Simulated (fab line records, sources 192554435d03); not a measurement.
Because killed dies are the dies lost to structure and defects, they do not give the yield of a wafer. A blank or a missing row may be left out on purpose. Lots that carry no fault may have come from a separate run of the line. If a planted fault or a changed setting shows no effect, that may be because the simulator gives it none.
Chamber matching + flow n5_finfet + N5_SPACER0_ALD_07 on ald_sin-04 has 4 sister chambers
The step deposits SiNx, target thk 2 nm. 4 wafers are shown with their chamber, then 7 later ones without.

## WAFERS PAIRED WITH THEIR CHAMBERS
| wafer  | chamber | heater_power_w (W) |
|--------|---------|--------------------|
| L081.2 | 0       | 782                |
| L086.1 | 2       | 830                |
| L090.2 | 1       | 831                |
| L090.3 | 3       | 922                |

## WAFERS WHOSE CHAMBER IS MISSING
| wafer  | heater_power_w (W) |
|--------|--------------------|
| L090.5 | 907                |
| L092.1 | 844                |
| L092.2 | 743                |
| L092.3 | 845                |
| L096.2 | 772                |
| L096.4 | 865                |
| L096.6 | 752                |

## EACH ONE'S CHAMBER
| wafer  | from the rows above               | in truth |
|--------|-----------------------------------|----------|
| L090.5 | 3                                 | 3        |
| L092.1 | can't be placed: 1 or 2 or 0      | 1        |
| L092.2 | can't be placed: 0 or 2 or 1      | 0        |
| L092.3 | can't be placed: 1 or 2 or 0      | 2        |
| L096.2 | can't be placed: 0 or 2 or 1      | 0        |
| L096.4 | can't be placed: 1 or 2 or 3 or 0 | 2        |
| L096.6 | can't be placed: 0 or 2 or 1      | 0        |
1 of 7 placed correctly. Not placeable from these rows: 6 (in 6, the candidates include the true chamber). 0 placed wrongly.
How it was worked out, from the rows above alone: a wafer's distance from a chamber is the root of the sum, over the readings, of the square of ((its reading less the chamber's mean) divided by the reading's scatter). The wafer belongs to the nearest chamber; if the next one is less than 2 further off, it can't be placed. The mean given for a chamber averages the wafers shown for that chamber. The scatter (one wafer shown for each chamber): square how far every hidden wafer sits from the nearest shown wafer, average those squares and take the square root.
